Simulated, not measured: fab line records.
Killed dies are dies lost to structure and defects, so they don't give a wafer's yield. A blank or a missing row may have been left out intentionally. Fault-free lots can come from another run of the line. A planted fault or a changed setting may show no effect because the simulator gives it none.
Matching of chambers ; flow n5Finfet ; N5_BEOL_M8_ALD_77 on aldMetal-01 has 4 sister chambers
The step deposits TaN, target thk 2 nm, pulse time 2 s, purge time 3 s. 20 wafers are shown with their chamber, then 10 later ones without.

== EACH WAFER AND ITS CHAMBER ==
wafer;chamber;heaterPowerW (W);precursorVesselCarrierSccm (sccm);mfcCarrierSccm (sccm)
L075.3;3;407;1000.0;1502
L075.4;1;481;998.9;1503
L075.6;0;404;1001.2;1497
L078.1;0;416;992.7;1504
L078.2;1;482;997.4;1507
L078.6;0;415;995.1;1500
L076.2;2;406;997.2;1498
L076.3;3;406;998.5;1498
L076.5;2;420;1001.4;1501
L077.2;3;405;1003.7;1501
L077.3;1;479;996.0;1496
L077.5;2;411;999.6;1495
L080.2;1;475;999.3;1503
L080.3;0;416;1001.4;1493
L080.5;2;413;1002.9;1505
L088.1;2;413;999.3;1497
L088.3;1;482;1000.3;1501
L088.4;0;410;1002.9;1503
L090.3;1;486;1001.2;1502
L090.4;2;424;999.8;1503

SIGNATURES, as means of the wafers listed above
reading;chamber 0;chamber 1;chamber 2;chamber 3;scatter within a chamber
heaterPowerW;412.20;480.83;414.50;406.00;4.92
precursorVesselCarrierSccm;998.660;998.850;1000.033;1000.733;2.87
mfcCarrierSccm;1499.40;1502.00;1499.83;1500.33;3.76
Rule: for each reading, subtract the chamber's mean from the wafer's reading, divide by that reading's scatter and square the result; add these up over the readings and take the root, which gives the wafer's distance from the chamber. The wafer belongs to the nearest chamber; if the next one is less than 2 further off, it can't be placed. The scatter: the root of (the sum of the squares of (reading less its chamber's mean) over the shown wafers, divided by (wafers less chambers)).

== WAFERS WITHOUT THEIR CHAMBER ==
wafer;heaterPowerW (W);precursorVesselCarrierSccm (sccm);mfcCarrierSccm (sccm)
L090.6;407;999.7;1498
L091.2;418;999.4;1503
L091.4;476;999.2;1493
L091.5;479;1000.3;1496
L096.1;410;999.5;1502
L096.2;414;998.8;1499
L096.5;485;998.3;1495
L095.1;426;998.4;1499
L095.3;476;995.2;1501
L095.5;406;998.5;1501

== EACH ONE'S CHAMBER ==
wafer;from the rows above;in truth
L090.6;can't be placed: 3 or 0 or 2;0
L091.2;can't be placed: 2 or 0 or 3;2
L091.4;1;1
L091.5;1;1
L096.1;can't be placed: 0 or 3 or 2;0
L096.2;can't be placed: 0 or 2 or 3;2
L096.5;1;1
L095.1;can't be placed: 2 or 0 or 3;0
L095.3;1;1
L095.5;can't be placed: 3 or 0 or 2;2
Placed correctly: 4 of 10. Unplaceable from these rows: 6, with the true chamber sitting among the candidates in 6. 0 placed wrongly.
